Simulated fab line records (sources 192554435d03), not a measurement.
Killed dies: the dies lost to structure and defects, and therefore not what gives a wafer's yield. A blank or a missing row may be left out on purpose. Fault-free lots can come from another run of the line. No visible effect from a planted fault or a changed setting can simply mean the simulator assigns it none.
fab line records -- flow n5Finfet
record: lots: 10, wafers: 30, lastDay: 18
route steps=1938 shown BEOL_M9@1423 PASSIVATION@1936
lots untouched by any fault: they come from a run of this same line in which no faults occurred
startH: hours from the record's first day to the start of the lot's first wafer shown -- waitH: hours from the lot's prior step to this one -- " as in the row above -- L1.1+2: a row that stands for several wafers -- - value missing, or start not given -- * or withheld: withheld -- < > ~ a bound
route shown NAME@n: NAME is a module with steps in the file, n the number in the route of the first one -- usual: mean/standard deviation of fault-free wafers -- same: alike in all rows -- chamber/n: place in a boat -- sites: the reading at each site -- _std_site: standard deviation of those values -- _edge_site: outer sites' mean less inner sites' -- radiusMm: for every site, how far away it sits from the centre of the wafer -- mask NAME#n: copy n -- behind: tool/chamber where the wafer was last shaped -- hold: why the lot was held/for how many hours/how that ended -- device: transistor that didn't switch, given as n, p or np -- end of line: the same wafers' tests at the end of the route -- a step without rows: its recipe alone -- killed: the dies lost at the first sort to structure and to defects; this is not the yield of the wafer -- map: shows each die of a wafer: x if killed, . if not, _ if none is there
set.NAME: setting as actually run; set.NAME@STEP: the setting as run at that earlier step -- model.NAME: the simulator's own value behind a step, which no gauge read
the route's steps for a sample of lots (tables are steps, rows are wafers)
services: a tool's chamber out of use, with start hour (startH, from the record's first day; less than 0 if before it), hours out, and reason
== steps ==
step: N5_BEOL_M9_STRIP_19
recipe: chemistry: O2, powerW: 400, tempC: 40, pressureMtorr: 30, rfFrequencyHz: 6e+07, biasPowerW: 0, overashFraction: 0.2, o2FlowSccm: 225
usual: drypumpMotorCurrentA: 5.7/0.41, oesProductAu: 0.79/0.091, rfVppV: 3.7/0.6, showerheadPlenumPTorr: 2.09/0.062, throttleValvePct: 16.73/0.26
same: biasPowerW: 0
lot.wafer,tool,chamber,startH,waitH,drypumpMotorCurrentA,oesProductAu,rfHoursCounterH,rfVppV,showerheadPlenumPTorr,throttleValvePct
L990.1,rieDiel-06,2,208.43,0.1,6.0,0.71,210,3.4,2.17,16.81
L990.2,rieDiel-06,1,208.43,0.1,5.8,0.72,157,4.0,2.02,16.93
L990.3,rieDiel-06,3,208.43,0.1,5.2,0.74,171,4.7,2.18,16.53
L992.2,rieDiel-06,1,213.48,0.1,5.8,0.73,159,3.2,2.01,16.93
L992.3,rieDiel-06,2,213.48,0.1,5.9,0.71,212,3.6,2.16,16.82
L992.4,rieDiel-06,2,213.48,0.1,5.9,0.71,-,3.7,2.17,16.81
L995.1,rieDiel-05,3,229.15,0.1,5.7,0.80,101,4.7,2.03,16.44
L995.3,rieDiel-05,2,229.15,0.1,5.1,0.84,65,4.7,2.12,16.53
L995.5,rieDiel-05,0,229.15,0.1,6.0,0.71,-,2.8,2.16,17.12
L101.1,rieDiel-04,0,271.20,0.1,5.6,0.81,90,2.8,2.04,16.79
L101.3,rieDiel-04,1,271.20,0.1,5.9,0.97,1,4.1,2.14,16.33
L101.5,rieDiel-04,2,271.20,0.1,6.5,0.90,-,4.3,2.04,16.79
L104.1,rieDiel-06,2,293.94,0.2,6.0,0.70,238,4.4,2.16,16.87
L104.5,rieDiel-06,1,293.94,0.2,5.8,0.70,-,3.1,2.01,16.95
L104.6,rieDiel-06,0,293.94,0.2,5.7,0.93,-,3.3,2.14,16.22
L106.1,rieDiel-06,1,294.40,0.1,5.8,0.70,185,3.6,2.01,16.96
L106.4,rieDiel-06,3,294.40,0.1,5.2,0.72,200,4.5,2.17,16.62
L106.5,rieDiel-06,1,294.40,0.1,5.8,0.70,-,3.4,2.01,16.97
L105.3,rieDiel-06,3,295.09,0.1,5.2,0.72,200,4.2,2.17,16.60
L105.5,rieDiel-06,0,295.09,0.1,5.7,0.93,-,4.0,2.14,16.21
L105.6,rieDiel-06,1,295.09,0.1,5.8,0.71,-,3.3,2.01,16.96
L110.2,rieDiel-04,0,342.78,0.1,5.6,0.78,108,4.1,2.03,16.81
L110.4,rieDiel-04,3,342.78,0.1,5.1,0.73,-,4.3,2.08,17.03
L110.6,rieDiel-04,2,342.78,0.1,6.5,0.87,-,3.8,2.04,16.83
L112.1,rieDiel-06,1,356.52,0.1,5.7,0.68,209,4.2,2.00,17.03
L112.3,rieDiel-06,0,356.52,0.1,5.8,0.89,43,3.3,2.13,16.27
L112.5,rieDiel-06,0,356.52,0.1,5.7,0.88,-,3.0,2.13,16.27
L111.1,rieDiel-05,2,360.38,0.1,5.1,0.81,101,2.9,2.10,16.61
L111.5,rieDiel-05,0,360.38,0.1,6.0,0.68,-,3.3,2.15,17.19
L111.6,rieDiel-05,1,360.38,0.1,5.5,0.68,-,3.2,1.98,16.94
step: N5_BEOL_M9_OVL_MEAS_29
recipe: pointsPerWafer: 522
usual: V8_OVL: 0.0/0.73
lot.wafer,tool,chamber,startH,waitH,V8_OVL[nm]
L990.1,overlay-01,0,208.89,0.0,0.3
L990.2,overlay-01,0,208.89,0.0,0.6
L990.3,overlay-01,0,208.89,0.0,1.1
L992.2,overlay-02,0,213.90,0.0,-0.1
L992.3,overlay-02,0,213.90,0.0,0.2
L992.4,overlay-02,0,213.90,0.0,0.1
L995.1,overlay-02,0,232.98,0.0,0.8
L995.3,overlay-02,0,232.98,0.0,0.6
L995.5,overlay-02,0,232.98,0.0,-0.3
L101.1,overlay-01,0,272.29,0.0,-0.8
L101.3,overlay-01,0,272.29,0.0,-0.8
L101.5,overlay-01,0,272.29,0.0,-0.8
L106.1,overlay-02,0,295.67,0.0,-0.2
L106.4,overlay-02,0,295.67,0.0,-0.5
L106.5,overlay-02,0,295.67,0.0,0.9
L104.1,overlay-01,0,296.13,0.0,-0.2
L104.5,overlay-01,0,296.13,0.0,0.8
L104.6,overlay-01,0,296.13,0.0,-0.6
L105.3,overlay-02,0,296.31,0.0,-0.1
L105.5,overlay-02,0,296.31,0.0,-0.5
L105.6,overlay-02,0,296.31,0.0,0.8
L110.2,overlay-01,0,343.76,0.0,-0.2
L110.4,overlay-01,0,343.76,0.0,0.2
L110.6,overlay-01,0,343.76,0.0,-1.0
L112.1,overlay-01,0,359.41,0.0,0.0
L112.3,overlay-01,0,359.41,0.0,-1.0
L112.5,overlay-01,0,359.41,0.0,-0.2
L111.1,overlay-02,0,360.91,0.0,1.2
L111.5,overlay-02,0,360.91,0.0,1.1
L111.6,overlay-02,0,360.91,0.0,-0.5
step: N5_BEOL_M9_ETCH_76
recipe: chemistry: N2/H2, target: underlayer, targetDepthA: 65, maskMaterial: CAR-EUV, timeS: 5.2, ionEnergyEv: 200, pressureMtorr: 30, sourceW: 840, biasW: 150, n2FlowSccm: 200, h2FlowSccm: 200, ends: cleared
usual: biasW: 150.0/0.43, chamberPressureMTorr: 29.99/0.042, drypumpMotorCurrentA: 5.6/0.39, etchRfOnTimeS: 5.22/0.091, n2FlowSccm: 200.0/0.64, oesProductAu: 0.66/0.07, rfVppV: 523.2/2.4, showerheadPlenumPTorr: 2.52/0.081, throttleValvePct: 17.90/0.26
lot.wafer,tool,chamber,startH,waitH,biasW,chamberPressureMTorr,drypumpMotorCurrentA,etchRfOnTimeS,n2FlowSccm,oesProductAu,rfHoursCounterH,rfVppV,showerheadPlenumPTorr,throttleValvePct
L990.1,rieDiel-06,3,209.13,0.0,150.2,30.04,5.2,5.25,200.9,0.63,171,527.4,2.64,17.59
L990.2,rieDiel-06,2,209.13,0.0,149.2,30.00,6.0,5.21,200.3,0.60,210,525.2,2.62,17.87
L990.3,rieDiel-06,1,209.13,0.0,149.0,30.08,5.8,5.24,200.4,0.62,157,520.5,2.43,17.94
L992.2,rieDiel-05,1,214.02,0.0,150.7,29.97,5.5,5.15,200.3,0.61,196,520.3,2.42,18.07
L992.3,rieDiel-05,0,214.02,0.0,149.3,29.97,6.0,5.26,200.2,0.60,204,527.4,2.62,18.30
L992.4,rieDiel-05,2,214.02,0.0,149.1,30.01,5.1,5.20,201.5,0.72,61,524.4,2.57,17.65
L995.1,rieDiel-04,2,233.18,0.0,150.4,30.00,6.5,5.10,199.5,0.79,17,521.1,2.47,17.89
L995.3,rieDiel-04,1,233.18,0.0,150.6,30.00,5.9,5.19,199.6,0.57,247,523.2,2.61,17.95
L995.5,rieDiel-04,3,233.18,0.0,150.7,29.93,5.1,5.20,200.2,0.64,-,523.7,2.55,18.21
L101.1,rieDiel-05,0,272.57,0.0,150.1,30.04,6.0,5.36,199.9,0.59,222,527.4,2.61,18.31
L101.3,rieDiel-05,2,272.57,0.0,149.8,29.96,5.1,5.26,201.0,0.71,73,523.1,2.56,17.63
L101.5,rieDiel-05,1,272.57,0.0,149.9,29.98,5.5,5.20,199.3,0.59,-,520.2,2.41,18.08
L106.1,rieDiel-05,2,296.08,0.0,-,-,-,-,-,-,-,-,-,-
L106.4,rieDiel-05,1,296.08,0.0,-,-,-,-,-,-,-,-,-,-
L106.5,rieDiel-05,1,296.08,0.0,-,-,-,-,-,-,-,-,-,-
L104.1,rieDiel-06,3,296.27,0.0,-,-,-,-,-,-,-,-,-,-
L104.5,rieDiel-06,0,296.27,0.0,-,-,-,-,-,-,-,-,-,-
L104.6,rieDiel-06,1,296.27,0.0,-,-,-,-,-,-,-,-,-,-
L105.3,rieDiel-05,1,296.50,0.0,-,-,-,-,-,-,-,-,-,-
L105.5,rieDiel-05,1,296.50,0.0,-,-,-,-,-,-,-,-,-,-
L105.6,rieDiel-05,0,296.50,0.0,-,-,-,-,-,-,-,-,-,-
L110.2,rieDiel-06,1,344.35,0.0,150.0,29.97,5.8,5.30,200.0,0.59,203,520.0,2.41,18.00
L110.4,rieDiel-06,1,344.35,0.0,149.6,30.02,5.8,5.33,200.1,0.59,-,518.9,2.41,18.03
L110.6,rieDiel-06,3,344.35,0.0,150.2,29.97,5.2,5.20,200.3,0.61,-,525.0,2.62,17.68
L112.1,rieDiel-05,2,359.54,0.0,150.3,29.94,5.1,5.32,200.5,0.68,100,525.1,2.55,17.68
L112.3,rieDiel-05,3,359.54,0.0,149.6,29.98,5.6,5.26,200.8,0.66,143,520.9,2.44,17.65
L112.5,rieDiel-05,1,359.54,0.0,149.5,30.04,5.5,5.22,200.1,0.58,-,520.7,2.40,18.13
L111.1,rieDiel-04,2,361.04,0.0,150.0,30.00,6.5,5.15,199.3,0.74,57,521.0,2.46,17.97
L111.5,rieDiel-04,0,361.04,0.0,149.6,30.02,5.6,5.12,200.7,0.66,-,520.6,2.46,17.98
L111.6,rieDiel-04,2,361.04,0.0,149.8,29.97,6.5,5.19,199.9,0.72,-,523.4,2.46,17.93
step: N5_BEOL_M9_ETCH_65
recipe: chemistry: CF4, target: SiARC, targetDepthA: 156, maskMaterial: CAR-EUV, timeS: 26, ionEnergyEv: 80, pressureMtorr: 40, sourceW: 545, biasW: 36, Ar_flow_sccm: 100, cf4FlowSccm: 100, ends: cleared
usual: biasW: 36.00/0.1, cf4FlowSccm: 100.0/0.31, drypumpMotorCurrentA: 5.6/0.39, etchRfOnTimeS: 26.0/0.43, oesProductAu: 0.66/0.069, rfVppV: 183.8/1.2, showerheadPlenumPTorr: 2.12/0.066, throttleValvePct: 15.70/0.24
lot.wafer,tool,chamber,startH,waitH,biasW,cf4FlowSccm,drypumpMotorCurrentA,etchRfOnTimeS,oesProductAu,rfHoursCounterH,rfVppV,showerheadPlenumPTorr,throttleValvePct
L990.1,rieDiel-06,3,209.15,0.0,35.79,100.5,5.2,25.8,0.64,171,184.6,2.22,15.51
L990.2,rieDiel-06,2,209.15,0.0,35.92,100.5,5.9,26.4,0.60,210,185.0,2.21,15.76
L990.3,rieDiel-06,1,209.15,0.0,36.01,99.9,5.8,26.3,0.62,157,183.2,2.05,15.81
L992.2,rieDiel-05,1,214.04,0.0,35.87,100.5,5.5,25.8,0.60,196,182.1,2.04,15.74
L992.3,rieDiel-05,0,214.04,0.0,36.21,100.0,5.9,26.6,0.60,204,184.6,2.21,16.07
L992.4,rieDiel-05,2,214.04,0.0,36.06,100.5,5.1,26.2,0.73,61,184.1,2.17,15.51
L995.1,rieDiel-04,2,233.20,0.0,36.09,100.0,6.5,25.2,0.79,17,183.1,2.09,15.65
L995.3,rieDiel-04,1,233.20,0.0,36.01,99.8,5.9,25.9,0.57,247,184.9,2.20,15.84
L995.5,rieDiel-04,3,233.20,0.0,36.11,99.9,5.1,25.7,0.66,-,182.6,2.14,15.93
L101.1,rieDiel-05,0,272.59,0.0,35.96,100.2,6.0,26.6,0.59,222,184.8,2.20,16.10
L101.3,rieDiel-05,2,272.59,0.0,36.09,100.3,5.1,26.1,0.71,73,184.1,2.17,15.56
L101.5,rieDiel-05,1,272.59,0.0,36.00,99.6,5.5,25.9,0.59,-,182.8,2.04,15.81
L106.1,rieDiel-05,2,296.09,0.0,35.91,100.3,5.1,25.9,0.72,81,184.6,2.16,15.56
L106.4,rieDiel-05,1,296.09,0.0,36.27,100.0,5.5,25.7,0.58,222,183.2,2.03,15.84
L106.5,rieDiel-05,1,296.09,0.0,36.31,99.8,5.5,25.5,0.59,-,183.1,2.03,15.81
L104.1,rieDiel-06,3,296.29,0.0,35.95,99.9,5.2,26.1,0.62,200,183.7,2.21,15.57
L104.5,rieDiel-06,0,296.29,0.0,35.95,99.6,5.8,25.0,0.80,-,185.1,2.18,15.13
L104.6,rieDiel-06,1,296.29,0.0,36.16,100.4,5.8,26.3,0.60,-,183.3,2.04,15.85
L105.3,rieDiel-05,1,296.52,0.0,35.77,99.9,5.5,25.8,0.59,222,181.9,2.03,15.81
L105.5,rieDiel-05,1,296.52,0.0,35.76,99.8,5.6,26.0,0.59,-,182.4,2.03,15.81
L105.6,rieDiel-05,0,296.52,0.0,36.02,99.5,6.0,26.6,0.59,-,183.9,2.20,16.10
L110.2,rieDiel-06,1,344.37,0.0,35.95,100.0,5.8,26.6,0.59,203,182.5,2.04,15.89
L110.4,rieDiel-06,1,344.37,0.0,35.97,100.0,5.8,26.3,0.59,-,184.6,2.04,15.90
L110.6,rieDiel-06,3,344.37,0.0,35.88,99.5,5.2,26.3,0.60,-,183.8,2.20,15.59
L112.1,rieDiel-05,2,359.55,0.0,35.94,100.1,5.1,26.4,0.69,100,185.1,2.16,15.61
L112.3,rieDiel-05,3,359.55,0.0,36.05,99.6,5.7,26.4,0.66,143,184.7,2.06,15.47
L112.5,rieDiel-05,1,359.55,0.0,35.98,100.4,5.5,25.9,0.58,-,182.2,2.03,15.84
L111.1,rieDiel-04,2,361.06,0.0,35.95,99.9,6.5,25.7,0.73,57,183.6,2.07,15.72
L111.5,rieDiel-04,0,361.06,0.0,35.81,100.2,5.6,25.6,0.66,-,183.2,2.07,15.71
L111.6,rieDiel-04,2,361.06,0.0,35.90,99.9,6.5,25.8,0.74,-,184.5,2.07,15.72
step: N5_PASSIVATION_PROBE_49
usual: defectLimitedYield: 91.4/1.5, killed_at_M0_to_M3: 31/11, killed_at_M4_up: 13/5.5, killedAtContacts: 13/6.3, killedAtFrontEnd: 40/13, killedAtOther: 3.3/2.6, killedDies: 101/18, killedOpen: 67/13, killedShort: 33/7.9, sort_bin_5_function: 5.1/1, sort_bin_6_memory: 3.2/0.68, sortNPass: 1079/18, sortYieldPct: 91.4/1.5
same: grossDies: 1180, killedAtBackSide: 0, sort_bin_4_leakage[%]: 0, sort_bin_8_speed[%]: 0
lot.wafer,tool,chamber,startH,waitH,defectLimitedYield[%],killed_at_M0_to_M3,killed_at_M4_up,killedAtContacts,killedAtFrontEnd,killedAtOther,killedDies,killedOpen,killedShort,sort_bin_5_function[%],sort_bin_6_memory[%],sortNPass,sortYieldPct[%]
L101.1,prober-02,-,333.38,0.0,91.2,27,18,21,35,3,104,70,34,5.3,3.4,1076,91.2
L101.3,prober-02,-,333.48,0.1,89.7,19,20,20,53,9,121,83,38,6.5,3.2,1059,89.7
L101.5,prober-02,-,333.58,0.2,92.4,16,4,14,51,5,90,66,24,4.1,3.2,1090,92.4
L104.1,prober-01,-,354.22,0.0,89.7,55,12,12,40,3,122,76,46,6.2,3.6,1058,89.7
L104.6,prober-01,-,354.47,0.3,90.6,36,23,11,34,7,111,74,34,5.8,3.2,1069,90.6
L105.3,prober-02,-,359.16,0.1,87.9,51,18,19,51,4,143,95,48,7.2,4.5,1037,87.9
L105.6,prober-02,-,359.31,0.3,87.5,46,9,15,73,4,147,105,42,7.4,4.7,1033,87.5
killed by level:class
L101.1 MOL_CONTACT_COAG:geometricParticle:open=21 FIN_SAQP:geometricParticle:short=11 STI_FIN_REVEAL:geometricParticle:open=7 BEOL_M4:geometricParticle:open=6 BEOL_M0_SAQP:geometricParticle:open=5 BEOL_M2:geometricParticle:open=5 STARTING-WAFER:geometricParticle:short=4 FIN_SAQP:geometricParticle:open=3
L101.3 MOL_CONTACT_COAG:geometricParticle:open=16 FIN_SAQP:geometricParticle:open=15 FIN_SAQP:geometricParticle:short=10 BEOL_M2:geometricParticle:open=7 STI_FIN_REVEAL:geometricParticle:open=6 BEOL_M5:geometricParticle:open=6 GATE_CUT:geometricParticle:short=5 STARTING-WAFER:geometricParticle:open=5
L101.5 FIN_SAQP:geometricParticle:open=13 MOL_CONTACT_COAG:geometricParticle:open=13 FIN_SAQP:geometricParticle:short=11 STI_FIN_REVEAL:geometricParticle:open=10 STARTING-WAFER:geometricParticle:open=5 DUMMY_GATE:geometricParticle:open=4 BEOL_M3:geometricParticle:open=4 BEOL_M2:geometricParticle:open=3
L104.1 BEOL_M0_SAQP:geometricParticle:short=18 BEOL_M0_SAQP:geometricParticle:open=16 DUMMY_GATE:geometricParticle:open=9 FIN_SAQP:geometricParticle:short=8 MOL_CONTACT_COAG:geometricParticle:open=8 BEOL_M2:geometricParticle:open=8 BEOL_M3:geometricParticle:open=6 FIN_SAQP:geometricParticle:open=5
L104.6 FIN_SAQP:geometricParticle:short=12 MOL_CONTACT_COAG:geometricParticle:open=10 BEOL_M2:geometricParticle:open=9 BEOL_M0_SAQP:geometricParticle:open=6 BEOL_M0:geometricParticle:open=6 BEOL_M3:geometricParticle:short=5 BEOL_M4:geometricParticle:open=5 FIN_SAQP:geometricParticle:open=4
L105.3 BEOL_M0_SAQP:geometricParticle:open=22 MOL_CONTACT_COAG:geometricParticle:open=15 BEOL_M3:geometricParticle:open=13 FIN_SAQP:geometricParticle:open=9 GATE_CUT:geometricParticle:short=9 BEOL_M0_SAQP:geometricParticle:short=9 DUMMY_GATE:geometricParticle:open=8 FIN_SAQP:geometricParticle:short=7
L105.6 FIN_SAQP:geometricParticle:open=22 STI_FIN_REVEAL:geometricParticle:open=18 FIN_SAQP:geometricParticle:short=13 MOL_CONTACT_COAG:geometricParticle:open=11 BEOL_M0_SAQP:geometricParticle:short=11 BEOL_M0_SAQP:geometricParticle:open=11 BEOL_M3:geometricParticle:open=11 DUMMY_GATE:geometricParticle:open=6
== services ==
tool,chamber,startH,hours,kind
rieDiel-06,0,208.32,-,clean
rieDiel-06,0,208.32,-,consumableReplace:focusRing
rieDiel-06,0,208.32,17.7,scheduledDown
rieDiel-06,0,208.32,17.7,ventCycle
rieDiel-04,1,244.83,-,clean
rieDiel-04,1,244.83,-,consumableReplace:focusRing
rieDiel-04,1,244.83,22.6,scheduledDown
rieDiel-04,1,244.83,22.6,ventCycle
rieDiel-04,-,284.96,14.6,pm
rieDiel-06,2,331.19,-,clean
rieDiel-06,2,331.19,-,consumableReplace:focusRing
rieDiel-06,2,331.19,25.2,scheduledDown
rieDiel-06,2,331.19,25.2,ventCycle
rieDiel-04,1,335.55,41.2,repair
rieDiel-05,0,361.04,-,clean
rieDiel-05,0,361.04,-,consumableReplace:focusRing
rieDiel-05,0,361.04,27.7,scheduledDown
rieDiel-05,0,361.04,27.7,ventCycle
== key ==
firstSign: step: N5_BEOL_M9_ETCH_76, reading: toolRecord, direction: missing
effect none on later readings
metAt N5_BEOL_M9_ETCH_76
struckLots L104,L105,L106
notActingAt N5_BEOL_M9_STRIP_19,N5_BEOL_M9_OVL_MEAS_29,N5_BEOL_M9_ETCH_65
onsetBetween 272.57 296.08
fault: kind: skippedStepWhole, tool: rieDiel-05,rieDiel-06, chamber: -, onsetH: 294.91, steps: N5_BEOL_M9_ETCH_76, scope: struckLotsOnly
